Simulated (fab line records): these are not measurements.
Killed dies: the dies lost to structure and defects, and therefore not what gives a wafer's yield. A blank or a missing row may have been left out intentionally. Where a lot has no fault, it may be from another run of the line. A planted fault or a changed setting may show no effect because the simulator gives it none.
One fault through the eyes of 2 desks    flow n5Finfet    what lay behind the numbers comes last; until then each desk has only its own

## METROLOGY DESK
What the gauges read, lot by lot, whatever tool the lot ran on: means of the sampled wafers that have a number. Any lot whose mean is over 4 standard deviations away from the usual mean is out of limits and marked OUT; that distance is given in the brackets. Readings shown: 7 of its 10, picked as those furthest out on some lot.
Columns: A = DIBL_P at N5_BEOL_M4_RC_MEAS_101, usual 35.9 mV/V; B = IOFF_N at N5_BEOL_M4_RC_MEAS_101, usual 0.16 nA/um; C = ION_N at N5_BEOL_M4_RC_MEAS_101, usual 672 uA/um; D = ION_P at N5_BEOL_M4_RC_MEAS_101, usual 461 uA/um; E = SS_N at N5_BEOL_M4_RC_MEAS_101, usual 71.4 mV/dec; F = VT_N at N5_BEOL_M4_RC_MEAS_101, usual 250 mV; G = VT_P at N5_BEOL_M4_RC_MEAS_101, usual -251 mV
lot   first seen here  A     B     C    D    E     F    G
L232  day 7 19:40      35.3  0.16  675  459  71.9  249  -253
L235  day 8 15:26      34.3  0.15  669  461  71.4  250  -249
L240  day 9 22:04      37.4  0.16  669  458  71.5  250  -251
L243  day 10 22:46     37.4  0.17  680  460  72.2  249  -250
L244  day 11 11:12     34.5  0.13  666  460  70.5  253  -250
L248  day 12 01:48     33.8  0.11  663  462  70.5  253  -253
L249  day 12 09:31     36.9  0.15  666  446  72.0  252  -256
L254  day 13 21:09     34.1  0.13  676  466  70.8  251  -252
L255  day 13 23:44     32.6  0.11  657  457  70.9  256  -253
Finding of this desk: none of the 9 lots has anything out of limits.

## FOR THE TOOL OWNER'S DESK: aldMetal-03
The tool's own readings at N5_BEOL_M0_ALD_136 (deposits TaN, pulse time 2 s, purge time 3 s, co reactant purge time 2 s): means of the sampled wafers that have a number, for each lot that ran on this tool. Any lot whose mean is over 4 standard deviations away from the usual mean is out of limits and marked OUT; that distance is given in the brackets.
Columns: A = heaterPowerW at N5_BEOL_M0_ALD_136, usual 429 W; B = precursorVesselCarrierSccm at N5_BEOL_M0_ALD_136, usual 1000 sccm; C = precursorVesselPressureTorr at N5_BEOL_M0_ALD_136, usual 26.25 Torr
lot   first seen here  A    B     C
L232  day 5 23:23      440  1001  26.29
L240  day 8 00:00      425  1001  26.22
L243  day 8 18:24      378  1002  26.23
L244  day 9 05:23      470  1002  26.22
L254  day 11 10:49     463  1000  26.20
L255  day 11 12:45     433  999   26.22
Finding of this desk: none of the 6 lots has anything out of limits.

## BROUGHT TOGETHER
Nothing out of limits was seen by the metrology desk.
Nothing out of limits was seen by the tool owner's desk.

## WHAT THE SIMULATOR HAD INSERTED
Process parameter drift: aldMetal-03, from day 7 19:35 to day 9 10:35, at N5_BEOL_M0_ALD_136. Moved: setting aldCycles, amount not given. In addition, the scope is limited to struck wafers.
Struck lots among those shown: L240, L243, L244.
